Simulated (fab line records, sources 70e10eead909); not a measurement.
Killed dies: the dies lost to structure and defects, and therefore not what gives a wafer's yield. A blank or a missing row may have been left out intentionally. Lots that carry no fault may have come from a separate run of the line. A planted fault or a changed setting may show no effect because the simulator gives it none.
Check for tools in common -- flow nand_harc -- Sample size 12 lots and 39 wafers

WHAT PROMPTED THE OPENING
At NHARC_P_ZERO_WELL_CD_MEAS_52 the reading cd_nm is flagged on 1 of 12 lots. No-fault wafers: 1999.3 nm, standard deviation 2.2.
Rule: a lot is flagged in two cases, either no wafer of it has a number, or all its wafers with numbers fall more than 4 standard deviations from that mean. The other lots count as sound.

lot,measured,on,"cd_nm (nm), wafer by wafer",flag
L558,day 2 05:53,cd_sem-01,2002.6 2002.9 2001.8,
L559,day 2 11:52,cd_sem-03,2001.2 2003.7 2001.0,
L561,day 2 23:40,cd_sem-02,1996.6 1997.0 1997.4,
L562,day 3 05:52,cd_sem-01,1996.7 1999.4 1997.5,
L563,day 3 11:55,cd_sem-01,1996.5 1999.1 1994.9,
L564,day 3 17:47,cd_sem-01,2001.9 2001.5 2004.4,
L566,day 4 05:22,cd_sem-01,2000.2 2000.9 2001.0,
L567,day 4 11:52,cd_sem-01,1999.0 1999.9 1998.3,
L570,day 5 05:47,cd_sem-01,1912.0 1911.9 1910.2 1911.7 1912.0 1910.5,FLAGGED
L571,day 5 11:48,cd_sem-03,2004.7 2001.7 2000.1,
L578,day 7 05:38,cd_sem-01,1996.3 1997.6 1999.1,
L579,day 7 11:53,cd_sem-01,2001.9 1997.6 1999.7,
The numbers of the flagged lots are 1911.4 nm on average: -87.9 nm against the usual, or -40 standard deviations.

WHICH TOOL RAN EACH LOT
The record holds 1 process step before the reading, out of a route of 1159 steps. Read each cell as the tool, then ch plus the chambers that the sampled wafers visited, then the start.
lot,flag,NHARC_P_ZERO_WELL_EXPOSE_49
L558,,"krf_scanner-01 ch 0, day 2 05:44"
L559,,"krf_scanner-04 ch 0, day 2 11:43"
L561,,"krf_scanner-01 ch 0, day 2 23:30"
L562,,"krf_scanner-04 ch 0, day 3 05:43"
L563,,"krf_scanner-01 ch 0, day 3 11:45"
L564,,"krf_scanner-04 ch 0, day 3 17:37"
L566,,"krf_scanner-01 ch 0, day 4 05:13"
L567,,"krf_scanner-04 ch 0, day 4 11:43"
L570,FLAGGED,"krf_scanner-04 ch 0, day 5 05:38"
L571,,"krf_scanner-03 ch 0, day 5 11:39"
L578,,"krf_scanner-04 ch 0, day 7 05:28"
L579,,"krf_scanner-01 ch 0, day 7 11:44"
What the steps here do:
- NHARC_P_ZERO_WELL_EXPOSE_49: exposes mask P HVPW, target cd 2000 nm.
- NHARC_P_ZERO_WELL_CD_MEAS_52: target cd 2000 nm.

FLAGGED AGAINST TOTAL, ONE TOOL AT A TIME (gauges that did the reading follow at the end)
step,tool,lots run,flagged,share of the flagged lots,sound lots run after its first flagged lot
NHARC_P_ZERO_WELL_EXPOSE_49,krf_scanner-01,5,0,none,-
NHARC_P_ZERO_WELL_EXPOSE_49,krf_scanner-03,1,0,none,-
NHARC_P_ZERO_WELL_EXPOSE_49,krf_scanner-04,6,1,all,1 (L578)
NHARC_P_ZERO_WELL_CD_MEAS_52,cd_sem-01,9,1,all,"2 (L578,L579)"
NHARC_P_ZERO_WELL_CD_MEAS_52,cd_sem-02,1,0,none,-
NHARC_P_ZERO_WELL_CD_MEAS_52,cd_sem-03,2,0,none,-

THE TABLE: WHAT IT ALLOWS
Rows of the table that ran all the flagged lots, 2 in number: krf_scanner-04 at NHARC_P_ZERO_WELL_EXPOSE_49; cd_sem-01 at NHARC_P_ZERO_WELL_CD_MEAS_52.
- krf_scanner-04 at NHARC_P_ZERO_WELL_EXPOSE_49: 1 of its 6 lots flagged. After the first flagged lot (L578), sound lots still ran on it; a lasting fault on the whole tool would not permit that.
- cd_sem-01 at NHARC_P_ZERO_WELL_CD_MEAS_52: 1 of its 9 lots flagged. After the first flagged lot (L578, L579), sound lots still ran on it; a lasting fault on the whole tool would not permit that.
None of the table's rows ran every flagged lot and, after the first, no sound lot.

WHAT THE SIMULATOR HAD INSERTED
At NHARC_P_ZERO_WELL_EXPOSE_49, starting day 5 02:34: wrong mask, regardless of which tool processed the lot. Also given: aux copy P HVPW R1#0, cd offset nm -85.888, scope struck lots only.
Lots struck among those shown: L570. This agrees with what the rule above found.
